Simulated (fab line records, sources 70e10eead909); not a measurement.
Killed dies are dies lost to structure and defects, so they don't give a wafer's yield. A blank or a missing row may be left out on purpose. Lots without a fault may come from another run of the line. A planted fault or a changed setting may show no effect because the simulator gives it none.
Which tool did it? | flow nand_harc | 12 lots, 36 wafers sampled, at 6 steps of a route of 1159

WHAT THE GAUGES READ, wafer by wafer
NHARC_A_SLIT_OVL_MEAS_10.
lot  | measured     | on         | overlay_x_nm (nm) | overlay_y_nm (nm)
L918 | day 14 01:52 | overlay-02 | -0.8 -0.1 -0.4    | -1.0 -1.0 -0.4
L919 | day 14 23:12 | overlay-01 | 1.6 1.4 1.7       | 0.3 -0.4 0.5
L921 | day 14 21:25 | overlay-01 | 0.9 1.2 1.1       | -0.3 -0.2 -0.2
L925 | day 15 07:11 | overlay-02 | -1.3 -1.4 -0.8    | -1.8 -1.3 -2.2
L922 | day 15 08:55 | overlay-02 | 1.0 1.3 1.2       | -0.5 -0.4 -0.6
L923 | day 15 06:45 | overlay-02 | 0.1 0.5 0.3       | 0.3 0.4 0.4
L933 | day 17 14:53 | overlay-01 | -0.5 0.3 -0.8     | -0.7 -0.9 -1.0
L935 | day 18 00:11 | overlay-02 | 0.2 0.5 0.7       | 0.0 -0.4 -0.4
L936 | day 18 20:31 | overlay-01 | -0.2 -0.3 -0.2    | -1.7 -1.7 -1.6
L939 | day 19 15:08 | overlay-01 | 0.1 0.1 -0.2      | 0.1 0.8 0.3
L940 | day 19 13:49 | overlay-01 | -1.1 -0.4 -0.3    | -0.8 -0.9 -0.6
L941 | day 20 09:50 | overlay-02 | 0.3 0.6 0.9       | -0.8 -1.3 -0.8

NHARC_A_SLIT_INSPECT_11.
lot  | measured     | on                | raw_defect_count
L918 | day 14 01:55 | defect_inspect-01 | 14 16 9
L919 | day 14 23:14 | defect_inspect-01 | 23 22 24
L921 | day 14 21:28 | defect_inspect-01 | 8 14 12
L925 | day 15 07:14 | defect_inspect-02 | 28 27 28
L922 | day 15 08:57 | defect_inspect-02 | 638 691 695 641 686 675
L923 | day 15 06:47 | defect_inspect-02 | 684 622 662 697 632 666
L933 | day 17 14:55 | defect_inspect-01 | 22 11 10
L935 | day 18 00:13 | defect_inspect-02 | 17 13 11
L936 | day 18 20:32 | defect_inspect-01 | 48 32 45
L939 | day 19 15:10 | defect_inspect-01 | 45 28 40
L940 | day 19 13:50 | defect_inspect-02 | 9 14 16
L941 | day 20 09:52 | defect_inspect-02 | 7 16 20

NHARC_END_SORT_01.
lot  | measured     | on        | defect_limited_yield (%) | killed_at_array | killed_at_other | killed_at_periphery | killed_dies | killed_open | killed_short | sort_bin_2_pct (%) | sort_bin_3_pct (%) | sort_bin_4_pct (%) | sort_n_pass | sort_rim_yield_pct (%) | sort_yield_pct (%)
L933 | day 22 21:35 | prober-01 | 96.8 97.5 97.0           | 18 16 16        | 0 0 0           | 4 1 4               | 22 17 20    | 6 3 7       | 1 3 1        | 1.2 1.2 0.7        | 0.30 0 0.15        | 1.8 1.3 2.1        | 655 660 657 | 99.1 97.2 97.2         | 96.8 97.5 97.0
L935 | day 23 19:26 | prober-02 | 94.7 93.4 94.2           | 34 37 37        | 0 0 0           | 2 8 2               | 36 45 39    | 7 5 4       | 1 3 5        | 1.9 2.1 1.9        | 0.15 0.30 0.30     | 3.2 4.3 3.5        | 641 632 638 | 91.5 92.5 89.6         | 94.7 93.4 94.2
L936 | day 23 17:34 | prober-01 | 92.3 93.2 92.8           | 48 44 48        | 0 0 0           | 4 2 1               | 52 46 49    | 3 2 1       | 2 1 4        | 2.5 2.4 1.9        | 0.74 0.30 0.44     | 4.4 4.1 4.9        | 625 631 628 | 89.6 94.3 90.6         | 92.3 93.2 92.8
L939 | day 24 22:44 | prober-02 | 92.2 94.2 91.0           | 50 33 57        | 1 3 2           | 2 3 2               | 53 39 61    | 3 2 5       | 2 3 1        | 2.7 2.1 2.7        | 0.74 0 0.89        | 4.4 3.7 5.5        | 624 638 616 | 91.5 94.3 97.2         | 92.2 94.2 91.0

WHICH TOOL RAN EACH LOT (tool, then ch and the chambers of the sampled wafers, then the start)
lot  | NHARC_A_STAIRCASE_CMP_472     | NHARC_A_SGD_CUT_ETCH_58            | NHARC_A_SLIT_DEP_00
L918 | cmp-01 ch 0,3, day 13 13:55   | rie_diel-05 ch 0,2,3, day 13 15:23 | acl_dep-03 ch 0, day 14 00:06
L919 | cmp-01 ch 1,2, day 14 10:19   | rie_diel-05 ch 1,2, day 14 11:47   | acl_dep-02 ch 0, day 14 20:22
L921 | cmp-02 ch 0,1,3, day 14 10:21 | rie_diel-04 ch 1,2,3, day 14 11:47 | acl_dep-03 ch 0, day 14 18:50
L925 | cmp-04 ch 0,1,2, day 14 20:01 | rie_diel-05 ch 0,1,2, day 14 21:27 | acl_dep-01 ch 0, day 15 04:28
L922 | cmp-04 ch 0,3, day 14 20:29   | rie_diel-04 ch 1,2, day 14 21:53   | acl_dep-03 ch 0, day 15 06:54
L923 | cmp-01 ch 2,3, day 14 20:52   | rie_diel-08 ch 1,2,3, day 14 22:17 | acl_dep-03 ch 0, day 15 04:01
L933 | cmp-01 ch 0,1, day 17 04:46   | rie_diel-05 ch 2,3, day 17 06:10   | acl_dep-01 ch 0, day 17 13:07
L935 | cmp-02 ch 0,2,3, day 17 12:59 | rie_diel-08 ch 0,1,2, day 17 14:22 | acl_dep-02 ch 0, day 17 21:16
L936 | cmp-04 ch 1,2,3, day 18 08:42 | rie_diel-04 ch 0,1,3, day 18 09:56 | acl_dep-02 ch 0, day 18 17:32
L939 | cmp-01 ch 1,2,3, day 19 02:57 | rie_diel-05 ch 1,2,3, day 19 04:20 | acl_dep-02 ch 0, day 19 13:02
L940 | cmp-04 ch 0,1,2, day 19 03:10 | rie_diel-04 ch 0,1,3, day 19 04:32 | acl_dep-03 ch 0, day 19 11:11
L941 | cmp-01 ch 0,2,3, day 19 21:56 | rie_diel-05 ch 0,1,2, day 19 23:20 | acl_dep-01 ch 0, day 20 07:14
- NHARC_A_STAIRCASE_CMP_472: polishes SiO2.
- NHARC_A_SGD_CUT_ETCH_58: etches the open film in CF4, target depth 39 nm, time 65 s.
- NHARC_A_SLIT_DEP_00: deposits aC, target thk 3200 nm.

WHAT THE TOOLS THEMSELVES READ (means of the sampled wafers that have a number; where no wafer has one, the mark that the record gives instead)
NHARC_A_STAIRCASE_CMP_472.
lot  | tool   | motor_current_A (A)
L918 | cmp-01 | 11.9
L919 | cmp-01 | 12.1
L921 | cmp-02 | 12.3
L925 | cmp-04 | 12.7
L922 | cmp-04 | 12.4
L923 | cmp-01 | 11.6
L933 | cmp-01 | 13.8
L935 | cmp-02 | 12.5
L936 | cmp-04 | 13.5
L939 | cmp-01 | 11.7
L940 | cmp-04 | 12.8
L941 | cmp-01 | 12.5

NHARC_A_SGD_CUT_ETCH_58.
lot  | tool        | drypump_motor_current_A (A) | oes_product_au (a.u.) | rf_vpp_V (V) | showerhead_plenum_p_Torr (Torr) | throttle_valve_pct (%)
L918 | rie_diel-05 | 5.1                         | 1.003                 | 152.2        | 1.80                            | 13.290
L919 | rie_diel-05 | 5.0                         | 1.004                 | 152.0        | 1.81                            | 13.277
L921 | rie_diel-04 | 5.9                         | 1.000                 | 151.2        | 1.73                            | 13.288
L925 | rie_diel-05 | 4.9                         | 1.008                 | 151.6        | 1.74                            | 13.287
L922 | rie_diel-04 | 5.5                         | 1.001                 | 150.3        | 1.77                            | 13.278
L923 | rie_diel-08 | 5.7                         | 0.993                 | 151.3        | 1.82                            | 13.281
L933 | rie_diel-05 | 5.2                         | 1.017                 | 152.4        | 1.87                            | 13.273
L935 | rie_diel-08 | 5.8                         | 0.993                 | 151.3        | 1.79                            | 13.285
L936 | rie_diel-04 | 6.1                         | 1.001                 | 150.0        | 1.69                            | 13.288
L939 | rie_diel-05 | 5.0                         | 1.008                 | 150.9        | 1.79                            | 13.278
L940 | rie_diel-04 | 6.0                         | 0.998                 | 149.2        | 1.69                            | 13.276
L941 | rie_diel-05 | 4.9                         | 1.008                 | 150.8        | 1.74                            | 13.277

NHARC_A_SLIT_DEP_00.
lot  | tool       | throttle_valve_pct (%)
L918 | acl_dep-03 | 35.002
L919 | acl_dep-02 | 35.007
L921 | acl_dep-03 | 35.009
L925 | acl_dep-01 | 35.015
L922 | acl_dep-03 | 35.003
L923 | acl_dep-03 | 35.000
L933 | acl_dep-01 | 35.002
L935 | acl_dep-02 | 35.000
L936 | acl_dep-02 | 35.009
L939 | acl_dep-02 | 34.999
L940 | acl_dep-03 | 35.002
L941 | acl_dep-01 | 35.004

THE ANSWER, worked out from the rows above alone
Rule: what is usual is taken from the lots themselves. Put in order of their means at a reading, lots are off if they are a third of the lots or fewer, leave a main group of 4 or more, and stand apart from it by a gap of 3 or more times the standard deviation of the main group's means; of several such gaps the widest counts. A main group whose means are all the same, to the digits that the tables above print for the reading, isn't used. A lot without any number at a reading at which 4 lots or more have one is off too. The other lots that the step has rows for count as sound. The gauges are gone through in route order, then the tools' own readings, and for those a lot's mean is taken as printed above. The first step at which some lot is off is used, and at that step the reading that is off furthest; a lot without a number counts as furthest.
Off: L922, L923, at NHARC_A_SLIT_INSPECT_11 (raw_defect_count). The main group: mean 21, standard deviation 11.
A tool fits if, at a process step before that reading, it ran every lot that is off, and no sound lot after the first of them. The gauges at NHARC_A_SLIT_INSPECT_11 are tried like those tools. None of those tried fits.

WHAT THE SIMULATOR HAD PUT IN
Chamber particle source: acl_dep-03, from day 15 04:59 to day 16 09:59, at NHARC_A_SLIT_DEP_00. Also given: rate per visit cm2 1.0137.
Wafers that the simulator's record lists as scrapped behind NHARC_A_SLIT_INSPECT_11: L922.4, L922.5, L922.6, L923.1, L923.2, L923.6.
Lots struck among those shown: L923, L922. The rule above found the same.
